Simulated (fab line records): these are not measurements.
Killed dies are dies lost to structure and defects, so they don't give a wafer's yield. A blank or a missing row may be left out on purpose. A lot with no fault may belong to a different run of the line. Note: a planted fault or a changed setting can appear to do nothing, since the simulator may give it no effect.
fab line records	flow n5Finfet
[record] lots = 24	wafers = 72	lastDay = 18
route steps=1938 shown FIN_CUT@165 STI_FIN_REVEAL@184 DUMMY_GATE@236 SPACER0@258
lots with no fault: from the same line, run without faults
startH: start of the lot's first displayed wafer, in hours after the record's first day	waitH: time in hours since the lot's previous step	" identical to the entry in the row above	L1.1+2: one row covering several wafers at once	- no value, or no start was given	* or withheld: withheld	< > ~ a bound
route shown NAME@n: a module of which the file shows steps, and the number in the route of the first	usual: the fault-free wafers' mean and standard deviation	same: alike in all rows	chamber/n: place in a boat	sites: the reading at each site	_std_site: their standard deviation	_edge_site: outer sites' mean less inner sites'	radiusMm: how far each site lies from the wafer's centre	mask NAME#n: copy n	behind: tool/chamber where the wafer was last shaped	hold: why the lot was held/for how many hours/how that ended	device: the n, p or np transistor that did not switch	end of line: the tests these same wafers got at the end of their route	for a step that has no rows: nothing shown but its recipe	killed: at the first sort, the dies lost to defects and structure; wafer yield is something else	map: a wafer's dies, x killed, . not, _ none there
set.NAME: the setting the step ran with; set.NAME@STEP: the setting that earlier step ran with	model.NAME: the simulator's own value behind a step, which no gauge read
the route's steps for a sample of lots (tables are steps, rows are wafers)
services: when a tool's chamber went out of use (startH, in hours from the record's first day, below 0 if earlier), for how many hours, and the reason
[[steps]]
[step N5_FIN_CUT_INSPECT_10]
[recipe] mode = adi	inspectInstrument = brightfield
[usual] rawDefectCount = 42/12
lot.wafer	tool	chamber	startH	waitH	rawDefectCount
L074.2	defectInspect-02	-	28.54	0.0	35
L074.3	"	-	"	"	43
L074.4	"	-	"	"	39
L075.1	defectInspect-02	-	32.63	0.1	39
L075.3	"	-	"	"	46
L075.5	"	-	"	"	40
L076.1	defectInspect-02	-	39.13	0.1	28
L076.2	"	-	"	"	36
L076.5	"	-	"	"	27
L077.1	defectInspect-02	-	44.32	0.1	38
L077.2	"	-	"	"	46
L077.3	"	-	"	"	28
L078.3	defectInspect-02	-	51.63	0.0	56
L078.5	"	-	"	"	39
L078.6	"	-	"	"	32
L079.1	defectInspect-02	-	58.89	0.1	51
L079.4	"	-	"	"	40
L079.6	"	-	"	"	57
L080.2	defectInspect-02	-	64.40	0.0	39
L080.4	"	-	"	"	26
L080.5	"	-	"	"	21
L081.1	defectInspect-02	-	69.89	0.1	49
L081.2	"	-	"	"	59
L081.3	"	-	"	"	32
L082.1	defectInspect-01	-	75.63	0.1	40
L082.3	"	-	"	"	44
L082.6	"	-	"	"	37
L083.2	defectInspect-02	-	81.53	0.0	33
L083.5	"	-	"	"	30
L083.6	"	-	"	"	23
L084.3	defectInspect-01	-	89.19	0.0	44
L084.5	"	-	"	"	47
L084.6	"	-	"	"	38
L085.1	defectInspect-01	-	93.46	0.1	46
L085.2	"	-	"	"	35
L085.5	"	-	"	"	35
L086.1	defectInspect-01	-	102.41	0.1	38
L086.3	"	-	"	"	36
L086.4	"	-	"	"	44
L087.2	defectInspect-01	-	106.44	0.0	57
L087.3	"	-	"	"	40
L087.4	"	-	"	"	38
L088.2	defectInspect-01	-	111.07	0.0	23
L088.5	"	-	"	"	47
L088.6	"	-	"	"	43
L089.2	defectInspect-01	-	118.88	0.0	32
L089.3	"	-	"	"	27
L089.6	"	-	"	"	37
L090.1	defectInspect-01	-	123.02	0.1	53
L090.2	"	-	"	"	59
L090.3	"	-	"	"	40
L091.2	defectInspect-02	-	129.03	0.0	44
L091.4	"	-	"	"	41
L091.5	"	-	"	"	31
L092.1	defectInspect-02	-	135.96	0.1	56
L092.4	"	-	"	"	40
L092.6	"	-	"	"	73
L093.1	defectInspect-02	-	142.12	0.1	63
L093.3	"	-	"	"	33
L093.5	"	-	"	"	41
L094.1	defectInspect-01	-	147.92	0.1	45
L094.2	"	-	"	"	46
L094.5	"	-	"	"	62
L095.2	defectInspect-01	-	154.19	0.0	40
L095.3	"	-	"	"	43
L095.5	"	-	"	"	67
L096.2	defectInspect-01	-	159.59	0.0	38
L096.4	"	-	"	"	45
L096.6	"	-	"	"	29
L097.2	defectInspect-01	-	165.42	0.0	34
L097.3	"	-	"	"	56
L097.6	"	-	"	"	46
[step N5_STI_FIN_REVEAL_ALD_14]
[recipe] material = Si3N4	targetThkA = 30	tempC = 400	aldPrecursorFamily = SiH2I2	aldCoReactant = N2/H2-plasma	pressureTorr = 2
[usual] heaterPowerW = 830/84
lot.wafer	tool	chamber	startH	waitH	heaterPowerW
L074.2	aldSin-04	2	29.57	0.0	865
L074.3	"	1	"	"	879
L074.4	"	3	"	"	930
L075.1	aldSin-04	1	33.86	0.0	903
L075.3	"	3	"	"	948
L075.5	"	3	"	"	939
L076.1	aldSin-02	1	40.16	0.0	837
L076.2	"	2	"	"	825
L076.5	"	2	"	"	815
L077.1	aldSin-01	2	45.62	0.0	858
L077.2	"	0	"	"	874
L077.3	"	1	"	"	759
L078.3	aldSin-04	3	55.11	0.0	929
L078.5	"	3	"	"	916
L078.6	"	2	"	"	843
L079.1	aldSin-04	1	60.05	0.0	887
L079.4	"	3	"	"	923
L079.6	"	2	"	"	857
L080.2	aldSin-01	0	65.43	0.0	854
L080.4	"	3	"	"	935
L080.5	"	1	"	"	765
L081.1	aldSin-04	1	71.14	0.0	901
L081.2	"	0	"	"	679
L081.3	"	3	"	"	939
L082.1	aldSin-02	1	76.75	0.0	828
L082.3	"	3	"	"	811
L082.6	"	0	"	"	698
L083.2	aldSin-04	3	82.69	0.0	932
L083.5	"	1	"	"	907
L083.6	"	0	"	"	670
L084.3	aldSin-04	3	90.45	0.0	923
L084.5	"	2	"	"	874
L084.6	"	3	"	"	905
L085.1	aldSin-04	2	94.62	0.0	846
L085.2	"	0	"	"	682
L085.5	"	2	"	"	848
L086.1	aldSin-02	3	103.52	0.0	801
L086.3	"	2	"	"	815
L086.4	"	1	"	"	842
L087.2	aldSin-04	2	107.53	0.0	860
L087.3	"	0	"	"	672
L087.4	"	1	"	"	888
L088.2	aldSin-02	1	112.62	0.0	838
L088.5	"	2	"	"	816
L088.6	"	1	"	"	828
L089.2	aldSin-04	3	119.92	0.0	932
L089.3	"	1	"	"	876
L089.6	"	2	"	"	851
L090.1	aldSin-02	3	124.11	0.0	811
L090.2	"	0	"	"	706
L090.3	"	1	"	"	841
L091.2	aldSin-04	1	130.06	0.0	893
L091.4	"	0	"	"	675
L091.5	"	3	"	"	944
L092.1	aldSin-01	3	137.25	0.0	942
L092.4	"	1	"	"	757
L092.6	"	2	"	"	861
L093.1	aldSin-01	1	143.16	0.0	761
L093.3	"	2	"	"	874
L093.5	"	1	"	"	785
L094.1	aldSin-04	3	148.95	0.0	969
L094.2	"	1	"	"	911
L094.5	"	3	"	"	908
L095.2	aldSin-04	0	155.25	0.0	661
L095.3	"	3	"	"	918
L095.5	"	3	"	"	916
L096.2	aldSin-02	1	160.73	0.0	843
L096.4	"	1	"	"	838
L096.6	"	3	"	"	824
L097.2	aldSin-02	1	166.62	0.0	836
L097.3	"	0	"	"	682
L097.6	"	1	"	"	835
[step N5_STI_FIN_REVEAL_THK_MEAS_05]
[usual] thkNm = 131.1/1.1
lot.wafer	tool	chamber	startH	waitH	thkNm
L074.2	filmMetro-01	-	34.91	-	130.1
L074.3	"	-	"	"	130.6
L074.4	"	-	"	"	129.8
L075.1	filmMetro-01	-	39.20	-	130.7
L075.3	"	-	"	"	131.9
L075.5	"	-	"	"	131.6
L076.1	filmMetro-01	-	46.12	-	130.7
L076.2	"	-	"	"	130.7
L076.5	"	-	"	"	129.6
L077.1	filmMetro-01	-	51.57	-	131.6
L077.2	"	-	"	"	131.4
L077.3	"	-	"	"	132.5
L078.3	filmMetro-01	-	60.45	-	130.5
L078.5	"	-	"	"	130.3
L078.6	"	-	"	"	130.5
L079.1	filmMetro-01	-	65.38	-	132.0
L079.4	"	-	"	"	130.0
L079.6	"	-	"	"	130.4
L080.2	filmMetro-01	-	70.76	-	131.7
L080.4	"	-	"	"	131.8
L080.5	"	-	"	"	132.0
L081.1	filmMetro-01	-	76.47	-	129.4
L081.2	"	-	"	"	131.8
L081.3	"	-	"	"	132.3
L082.1	filmMetro-02	-	82.08	-	132.4
L082.3	"	-	"	"	132.1
L082.6	"	-	"	"	131.8
L083.2	filmMetro-02	-	88.04	-	133.3
L083.5	"	-	"	"	131.3
L083.6	"	-	"	"	131.6
L084.3	filmMetro-01	-	95.79	-	130.8
L084.5	"	-	"	"	130.7
L084.6	"	-	"	"	131.0
L085.1	filmMetro-01	-	99.95	-	131.2
L085.2	"	-	"	"	131.8
L085.5	"	-	"	"	130.1
L086.1	filmMetro-01	-	108.85	-	130.7
L086.3	"	-	"	"	130.3
L086.4	"	-	"	"	129.7
L087.2	filmMetro-01	-	112.86	-	128.6
L087.3	"	-	"	"	130.4
L087.4	"	-	"	"	129.9
L088.2	filmMetro-01	-	117.95	-	132.5
L088.5	"	-	"	"	130.7
L088.6	"	-	"	"	131.6
L089.2	filmMetro-01	-	125.27	-	131.5
L089.3	"	-	"	"	130.6
L089.6	"	-	"	"	130.6
L090.1	filmMetro-02	-	129.45	-	130.7
L090.2	"	-	"	"	131.4
L090.3	"	-	"	"	130.6
L091.2	filmMetro-02	-	135.41	-	131.2
L091.4	"	-	"	"	131.4
L091.5	"	-	"	"	131.5
L092.1	filmMetro-01	-	142.59	-	130.9
L092.4	"	-	"	"	131.7
L092.6	"	-	"	"	132.7
L093.1	filmMetro-02	-	148.49	-	131.9
L093.3	"	-	"	"	131.7
L093.5	"	-	"	"	131.6
L094.1	filmMetro-02	-	154.29	-	130.4
L094.2	"	-	"	"	130.0
L094.5	"	-	"	"	130.4
L095.2	filmMetro-02	-	160.60	-	129.0
L095.3	"	-	"	"	130.5
L095.5	"	-	"	"	130.7
L096.2	filmMetro-02	-	166.07	-	132.5
L096.4	"	-	"	"	134.3
L096.6	"	-	"	"	132.4
L097.2	filmMetro-01	-	171.95	-	130.5
L097.3	"	-	"	"	131.7
L097.6	"	-	"	"	128.6
[step N5_DUMMY_GATE_ETCH_36]
[recipe] chemistry = CF4	target = SiARC	targetDepthA = 130	pressureMtorr = 40	sourceW = 545	biasW = 36	Ar_flow_sccm = 100	cf4FlowSccm = 100	ionEnergyEv = 80
[usual] drypumpMotorCurrentA = 5.8/0.37	oesProductAu = 0.77/0.073	rfVppV = 184.3/1.2	showerheadPlenumPTorr = 2.16/0.074	throttleValvePct = 15.65/0.16
lot.wafer	tool	chamber	startH	waitH	drypumpMotorCurrentA	oesProductAu	rfHoursCounterH	rfVppV	showerheadPlenumPTorr	throttleValvePct
L074.2	rieDiel-01	0	47.30	0.0	6.0	0.83	108	182.5	2.07	15.73
L074.3	"	1	"	"	6.5	1.00	1	182.6	2.19	15.34
L074.4	"	2	"	"	5.9	0.76	144	185.8	2.23	15.74
L075.1	rieDiel-01	3	52.62	0.0	5.0	0.75	157	182.6	2.06	15.58
L075.3	"	0	"	"	6.1	0.83	110	182.2	2.07	15.74
L075.5	"	2	"	"	6.0	0.76	-	186.4	2.23	15.76
L076.1	rieDiel-05	0	58.54	0.0	5.8	0.90	38	186.4	2.26	15.53
L076.2	"	3	"	"	5.6	0.74	182	184.3	2.21	15.60
L076.5	"	2	"	"	5.6	0.74	-	186.8	2.22	15.61
L077.1	rieDiel-01	0	63.69	0.0	6.0	0.81	113	183.5	2.07	15.74
L077.2	"	2	"	"	5.9	0.76	149	185.9	2.23	15.78
L077.3	"	1	"	"	6.5	0.96	6	185.5	2.18	15.35
L078.3	rieDiel-05	2	74.44	0.0	5.6	0.74	181	184.8	2.22	15.61
L078.5	"	1	"	"	5.7	0.73	-	183.5	2.06	15.93
L078.6	"	0	"	"	5.9	0.88	-	185.9	2.26	15.54
L079.1	rieDiel-01	1	79.43	0.0	6.5	0.94	10	183.4	2.18	15.36
L079.4	"	2	"	"	6.0	0.74	-	184.2	2.23	15.79
L079.6	"	0	"	"	6.0	0.80	-	182.0	2.07	15.74
L080.2	rieDiel-02	2	83.66	0.0	4.9	0.77	156	183.4	2.13	15.44
L080.4	"	0	"	"	5.7	0.78	129	183.8	2.16	15.51
L080.5	"	1	"	"	6.2	0.74	-	183.4	2.23	15.64
L081.1	rieDiel-01	3	90.52	0.0	5.0	0.74	165	182.8	2.06	15.61
L081.2	"	0	"	"	6.1	0.79	121	183.7	2.07	15.75
L081.3	"	1	"	"	6.5	0.94	14	186.3	2.18	15.37
L082.1	rieDiel-05	3	94.64	0.0	5.6	0.73	192	184.0	2.21	15.63
L082.3	"	0	"	"	5.8	0.87	49	185.5	2.26	15.54
L082.6	"	2	"	"	5.6	0.74	-	184.1	2.21	15.63
L083.2	rieDiel-05	3	101.44	0.0	5.6	0.73	194	184.0	2.21	15.61
L083.5	"	2	"	"	5.6	0.73	-	184.5	2.21	15.63
L083.6	"	3	"	"	5.6	0.73	-	184.7	2.21	15.61
L084.3	rieDiel-05	1	110.55	0.0	5.7	0.73	154	182.3	2.06	15.95
L084.5	"	2	"	"	5.6	0.73	-	185.1	2.21	15.63
L084.6	"	1	"	"	5.7	0.73	-	182.3	2.06	15.96
L085.1	rieDiel-02	0	113.85	0.0	5.7	0.77	141	182.9	2.15	15.53
L085.2	"	3	"	"	5.9	0.72	177	183.4	2.05	15.67
L085.5	"	0	"	"	5.7	0.76	-	184.8	2.15	15.54
L086.1	rieDiel-01	1	121.24	0.0	6.5	0.91	22	184.3	2.18	15.40
L086.3	"	3	"	"	5.0	0.72	176	182.9	2.06	15.62
L086.4	"	2	"	"	5.9	0.73	166	184.5	2.23	15.80
L087.2	rieDiel-05	2	125.22	0.0	5.6	0.72	196	185.7	2.21	15.64
L087.3	"	3	"	"	5.6	0.72	201	185.2	2.20	15.64
L087.4	"	0	"	"	5.9	0.86	57	185.5	2.26	15.56
L088.2	rieDiel-02	3	132.00	0.0	5.9	0.70	183	183.4	2.05	15.68
L088.5	"	3	"	"	5.9	0.71	-	183.2	2.05	15.68
L088.6	"	0	"	"	5.7	0.76	-	185.1	2.15	15.53
L089.2	rieDiel-05	0	137.52	0.0	5.9	0.86	60	185.9	2.25	15.57
L089.3	"	3	"	"	5.6	0.72	204	185.3	2.20	15.65
L089.6	"	3	"	"	5.6	0.72	-	186.8	2.20	15.63
L090.1	rieDiel-05	3	143.39	0.0	5.6	0.72	206	186.5	2.20	15.65
L090.2	"	1	"	"	5.7	0.72	163	184.7	2.06	15.95
L090.3	"	0	"	"	5.8	0.86	62	184.9	2.25	15.58
L091.2	rieDiel-05	2	149.91	0.0	5.6	0.72	203	185.5	2.21	15.65
L091.4	"	3	"	"	5.6	0.72	208	184.9	2.20	15.64
L091.5	"	0	"	"	5.9	0.86	-	186.5	2.25	15.58
L092.1	rieDiel-02	3	156.74	0.0	5.9	0.70	191	183.3	2.04	15.68
L092.4	"	2	"	"	5.0	0.74	180	183.9	2.12	15.50
L092.6	"	0	"	"	5.7	0.75	-	182.9	2.15	15.56
L093.1	rieDiel-05	1	162.83	0.0	5.7	0.72	169	182.4	2.05	15.98
L093.3	"	3	"	"	5.6	0.71	212	184.2	2.20	15.66
L093.5	"	3	"	"	5.6	0.71	-	183.9	2.20	15.66
L094.1	rieDiel-05	2	168.89	0.0	5.6	0.73	209	185.9	2.21	15.66
L094.2	"	3	"	"	5.6	0.72	214	184.2	2.20	15.66
L094.5	"	2	"	"	5.7	0.72	-	183.5	2.21	15.66
L095.2	rieDiel-01	0	172.97	0.0	6.0	0.78	148	184.3	2.06	15.82
L095.3	"	3	"	"	5.0	0.71	194	182.8	2.05	15.66
L095.5	"	1	"	"	6.5	0.88	-	184.4	2.17	15.42
L096.2	rieDiel-01	2	180.17	0.0	6.0	0.72	185	184.9	2.22	15.82
L096.4	"	0	"	"	6.0	0.78	150	181.8	2.06	15.82
L096.6	"	1	"	"	6.5	0.87	-	183.4	2.17	15.43
L097.2	rieDiel-05	1	188.10	0.0	5.7	0.71	177	183.7	2.05	15.99
L097.3	"	3	"	"	5.6	0.70	221	183.0	2.20	15.68
L097.6	"	1	"	"	5.7	0.71	-	182.8	2.05	16.01
[step N5_DUMMY_GATE_STRIP_40]
[recipe] chemistry = CF4	resist = SiARC	powerW = 300	biasPowerW = 75	pressureMtorr = 50	cf4FlowSccm = 150	rfFrequencyHz = 6e+07
[usual] drypumpMotorCurrentA = 5.8/0.45	oesProductAu = 0.76/0.067	rfVppV = 271.2/1.6	showerheadPlenumPTorr = 1.79/0.059	throttleValvePct = 13.61/0.14
lot.wafer	tool	chamber	startH	waitH	drypumpMotorCurrentA	oesProductAu	rfHoursCounterH	rfVppV	showerheadPlenumPTorr	throttleValvePct
L074.2	rieDiel-01	2	47.57	0.1	6.0	0.75	144	273.5	1.87	13.72
L074.3	"	1	"	"	6.5	0.99	1	272.1	1.84	13.31
L074.4	"	0	"	"	6.0	0.81	108	271.0	1.74	13.69
L075.1	rieDiel-01	1	52.84	0.1	6.5	0.97	3	272.3	1.84	13.32
L075.3	"	3	"	"	5.0	0.73	157	269.5	1.73	13.56
L075.5	"	2	"	"	6.0	0.76	-	272.3	1.87	13.72
L076.1	rieDiel-02	2	58.83	0.1	4.9	0.75	149	270.9	1.79	13.45
L076.2	"	0	"	"	5.7	0.76	122	270.6	1.82	13.49
L076.5	"	3	"	"	5.9	0.73	-	268.6	1.72	13.60
L077.1	rieDiel-05	2	63.91	0.1	5.6	0.74	179	272.3	1.85	13.56
L077.2	"	3	"	"	5.6	0.72	184	272.2	1.84	13.54
L077.3	"	1	"	"	5.7	0.76	142	269.3	1.72	13.85
L078.3	rieDiel-01	1	74.75	0.1	6.5	0.95	9	273.3	1.84	13.34
L078.5	"	0	"	"	6.0	0.79	-	269.7	1.74	13.72
L078.6	"	1	"	"	6.5	0.94	-	272.6	1.84	13.33
L079.1	rieDiel-05	1	79.66	0.1	5.7	0.75	146	268.4	1.72	13.87
L079.4	"	2	"	"	5.6	0.74	183	272.5	1.85	13.59
L079.6	"	2	"	"	5.6	0.75	-	272.7	1.85	13.56
L080.2	rieDiel-05	1	83.99	0.2	5.7	0.74	147	268.7	1.72	13.88
L080.4	"	3	"	"	5.6	0.72	190	271.2	1.84	13.56
L080.5	"	1	"	"	5.7	0.74	-	269.4	1.72	13.86
L081.1	rieDiel-01	3	90.74	0.1	5.0	0.73	165	267.7	1.73	13.57
L081.2	"	1	"	"	6.5	0.93	14	271.2	1.84	13.35
L081.3	"	2	"	"	5.9	0.74	157	271.1	1.86	13.76
L082.1	rieDiel-02	0	94.87	0.1	5.7	0.75	133	271.4	1.81	13.51
L082.3	"	3	"	"	5.9	0.72	170	270.1	1.72	13.64
L082.6	"	0	"	"	5.7	0.75	-	273.1	1.81	13.52
L083.2	rieDiel-02	1	101.77	0.2	6.2	0.73	174	271.9	1.86	13.62
L083.5	"	3	"	"	5.9	0.72	-	268.4	1.72	13.63
L083.6	"	0	"	"	5.7	0.75	-	270.5	1.81	13.55
L084.3	rieDiel-02	0	110.92	0.2	5.7	0.74	139	272.1	1.81	13.54
L084.5	"	0	"	"	5.7	0.74	-	270.4	1.81	13.53
L084.6	"	3	"	"	5.9	0.72	-	268.8	1.72	13.64
L085.1	rieDiel-02	3	114.18	0.2	5.9	0.72	177	271.1	1.72	13.65
L085.2	"	2	"	"	4.9	0.75	167	271.7	1.78	13.48
L085.5	"	2	"	"	4.9	0.74	-	271.0	1.78	13.48
L086.1	rieDiel-01	1	121.64	0.2	6.5	0.92	23	270.4	1.83	13.37
L086.3	"	3	"	"	5.0	0.72	176	268.5	1.73	13.60
L086.4	"	2	"	"	5.9	0.73	167	271.5	1.86	13.76
L087.2	rieDiel-02	2	125.44	0.1	5.0	0.74	171	272.0	1.78	13.48
L087.3	"	3	"	"	5.9	0.71	182	270.4	1.71	13.66
L087.4	"	0	"	"	5.7	0.74	-	272.0	1.81	13.55
L088.2	rieDiel-05	0	132.28	0.1	5.9	0.85	59	272.7	1.88	13.51
L088.5	"	3	"	"	5.6	0.71	-	272.7	1.83	13.59
L088.6	"	0	"	"	5.9	0.85	-	274.4	1.88	13.50
L089.2	rieDiel-05	0	137.79	0.1	5.9	0.84	60	272.2	1.88	13.51
L089.3	"	2	"	"	5.6	0.73	199	273.1	1.84	13.61
L089.6	"	0	"	"	5.9	0.85	-	274.4	1.88	13.51
L090.1	rieDiel-01	1	143.61	0.1	6.5	0.90	29	272.7	1.83	13.37
L090.2	"	2	"	"	6.0	0.73	173	271.8	1.86	13.79
L090.3	"	3	"	"	5.0	0.71	184	268.4	1.72	13.61
L091.2	rieDiel-02	0	150.13	0.1	5.7	0.73	153	270.9	1.81	13.58
L091.4	"	3	"	"	5.9	0.72	189	269.5	1.71	13.66
L091.5	"	0	"	"	5.7	0.73	-	270.4	1.81	13.57
L092.1	rieDiel-01	3	157.10	0.2	5.0	0.71	188	267.8	1.72	13.63
L092.4	"	1	"	"	6.5	0.89	33	272.8	1.83	13.38
L092.6	"	1	"	"	6.5	0.90	-	273.2	1.83	13.38
L093.1	rieDiel-01	2	163.10	0.1	5.9	0.72	180	273.1	1.86	13.81
L093.3	"	3	"	"	5.0	0.71	190	269.4	1.72	13.64
L093.5	"	2	"	"	5.9	0.72	-	272.5	1.86	13.81
L094.1	rieDiel-01	3	169.11	0.1	5.0	0.71	192	269.7	1.72	13.64
L094.2	"	2	"	"	6.0	0.72	182	271.9	1.86	13.81
L094.5	"	3	"	"	5.0	0.71	-	270.2	1.72	13.62
L095.2	rieDiel-05	2	173.22	0.1	5.6	0.72	210	273.4	1.84	13.65
L095.3	"	3	"	"	5.6	0.70	216	271.5	1.83	13.63
L095.5	"	1	"	"	5.7	0.72	-	269.3	1.71	13.93
L096.2	rieDiel-02	2	180.59	0.3	4.9	0.72	188	272.6	1.78	13.54
L096.4	"	1	"	"	6.1	0.71	190	273.7	1.86	13.67
L096.6	"	2	"	"	4.9	0.72	-	269.0	1.78	13.54
L097.2	rieDiel-01	2	188.32	0.1	6.0	0.72	188	271.3	1.86	13.81
L097.3	"	0	"	"	6.0	0.77	151	271.3	1.73	13.80
L097.6	"	1	"	"	6.5	0.87	-	270.9	1.83	13.40
[step N5_SPACER0_ALD_07]
[recipe] material = SiNx	targetThkA = 20	tempC = 400	aldPrecursorFamily = SiH2I2	aldCoReactant = N2/H2-plasma	pressureTorr = 2
[usual] heaterPowerW = 851/82
lot.wafer	tool	chamber	startH	waitH	heaterPowerW
L074.2	aldSin-03	0	48.44	0.0	753
L074.3	"	2	"	"	897
L074.4	"	3	"	"	816
L075.1	aldSin-04	2	54.53	0.9	826
L075.3	"	3	"	"	947
L075.5	"	3	"	"	947
L076.1	aldSin-03	2	59.73	0.0	902
L076.2	"	0	"	"	749
L076.5	"	0	"	"	772
L077.1	aldSin-01	1	64.78	0.0	753
L077.2	"	0	"	"	843
L077.3	"	3	"	"	914
L078.3	aldSin-03	2	75.61	0.0	932
L078.5	"	1	"	"	911
L078.6	"	2	"	"	892
L079.1	aldSin-03	0	81.83	1.3	772
L079.4	"	2	"	"	913
L079.6	"	1	"	"	918
L080.2	aldSin-01	0	84.87	0.0	881
L080.4	"	2	"	"	843
L080.5	"	2	"	"	865
L081.1	aldSin-01	1	92.15	0.6	764
L081.2	"	2	"	"	841
L081.3	"	3	"	"	929
L082.1	aldSin-03	0	100.04	4.3	736
L082.3	"	2	"	"	941
L082.6	"	3	"	"	802
L083.2	aldSin-04	0	103.11	0.5	676
L083.5	"	1	"	"	885
L083.6	"	0	"	"	678
L084.3	aldSin-04	1	111.99	0.0	913
L084.5	"	0	"	"	671
L084.6	"	3	"	"	932
L085.1	aldSin-01	1	115.71	0.7	763
L085.2	"	0	"	"	857
L085.5	"	0	"	"	876
L086.1	aldSin-03	2	122.66	0.2	954
L086.3	"	1	"	"	919
L086.4	"	0	"	"	723
L087.2	aldSin-01	3	126.39	0.0	946
L087.3	"	1	"	"	752
L087.4	"	2	"	"	854
L088.2	aldSin-03	2	133.15	0.0	944
L088.5	"	2	"	"	976
L088.6	"	3	"	"	792
L089.2	aldSin-01	0	138.76	0.0	889
L089.3	"	2	"	"	836
L089.6	"	3	"	"	930
L090.1	aldSin-04	3	144.65	0.0	927
L090.2	"	2	"	"	841
L090.3	"	0	"	"	682
L091.2	aldSin-04	0	151.02	0.0	663
L091.4	"	1	"	"	888
L091.5	"	3	"	"	946
L092.1	aldSin-04	2	158.21	0.1	866
L092.4	"	1	"	"	925
L092.6	"	2	"	"	858
L093.1	aldSin-03	0	164.38	0.2	712
L093.3	"	1	"	"	901
L093.5	"	3	"	"	782
L094.1	aldSin-03	2	169.98	0.0	980
L094.2	"	1	"	"	884
L094.5	"	3	"	"	785
L095.2	aldSin-01	1	174.18	0.1	750
L095.3	"	3	"	"	926
L095.5	"	1	"	"	749
L096.2	aldSin-03	2	182.03	0.6	970
L096.4	"	0	"	"	725
L096.6	"	1	"	"	907
L097.2	aldSin-03	3	189.19	0.0	795
L097.3	"	0	"	"	739
L097.6	"	0	"	"	716
[[services]]
tool	chamber	startH	hours	kind
aldSin-04	0	7.75	-	clean
aldSin-04	1	7.75	-	clean
aldSin-04	2	7.75	-	clean
aldSin-04	3	7.75	-	clean
aldSin-04	-	10.27	0.2	repair
aldSin-01	0	10.37	17.7	repair
rieDiel-01	3	11.86	17.0	repair
aldSin-01	1	21.91	2.8	repair
aldSin-03	-	28.32	2.6	repair
aldSin-03	0	33.00	12.5	repair
aldSin-02	3	36.99	8.6	repair
aldSin-01	1	47.80	2.6	repair
aldSin-01	0	48.63	11.0	repair
aldSin-03	2	65.32	6.0	repair
rieDiel-01	3	76.84	10.0	repair
aldSin-03	-	85.89	14.0	pm
rieDiel-05	1	91.99	2.6	repair
rieDiel-02	1	92.88	3.0	repair
aldSin-01	-	95.73	5.5	repair
rieDiel-02	1	113.71	14.4	repair
rieDiel-02	1	163.00	10.2	repair
aldSin-01	-	176.75	14.0	pm
rieDiel-05	1	177.64	1.4	repair
rieDiel-01	0	181.02	4.1	repair
[[key]]
fault none
